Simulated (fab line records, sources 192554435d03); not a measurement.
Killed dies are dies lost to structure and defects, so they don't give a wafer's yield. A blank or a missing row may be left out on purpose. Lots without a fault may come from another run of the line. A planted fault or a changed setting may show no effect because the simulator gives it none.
Chamber matching | flow n5_finfet | N5_GATE_CUT_CMP_02 on cmp-02: 4 sister chambers
The step polishes, stops on SiO2, t overpolish 12.7 s, target thk 0 nm. 4 wafers are shown with their chamber, then 10 later ones without.

WAFERS WITH THEIR CHAMBER
wafer  | chamber | motor_current_A (A)
L086.4 | 3       | 7.9
L086.5 | 2       | 10.3
L087.2 | 0       | 9.7
L087.3 | 1       | 9.9

WAFERS WITHOUT THEIR CHAMBER
wafer  | motor_current_A (A)
L087.5 | 9.9
L089.1 | 7.4
L089.2 | 10.6
L089.3 | 10.1
L091.1 | 10.3
L091.2 | 9.3
L091.4 | 7.3
L095.2 | 9.7
L095.3 | 7.5
L095.6 | 7.8

WHICH CHAMBER EACH WENT THROUGH
wafer  | from the rows above          | in truth
L087.5 | can't be placed: 1 or 0 or 2 | 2
L089.1 | 3                            | 3
L089.2 | can't be placed: 2 or 1 or 0 | 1
L089.3 | can't be placed: 1 or 2 or 0 | 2
L091.1 | can't be placed: 2 or 1 or 0 | 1
L091.2 | can't be placed: 0 or 1 or 2 | 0
L091.4 | 3                            | 3
L095.2 | can't be placed: 0 or 1 or 2 | 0
L095.3 | 3                            | 3
L095.6 | 3                            | 3
Placed correctly: 4 of 10. Can't be placed from these rows: 6 (the true chamber is among the candidates in 6). Placed wrongly: 0.
How it was worked out, from the rows above alone: a wafer's distance from a chamber is the root of the sum, over the readings, of the square of ((its reading less the chamber's mean) divided by the reading's scatter). The wafer belongs to the nearest chamber; if the next one is less than 2 further off, it can't be placed. A chamber's mean is the mean of its shown wafers. The scatter: with one shown wafer a chamber, the root of the mean of the squares of how far each hidden wafer lies from its nearest shown one.
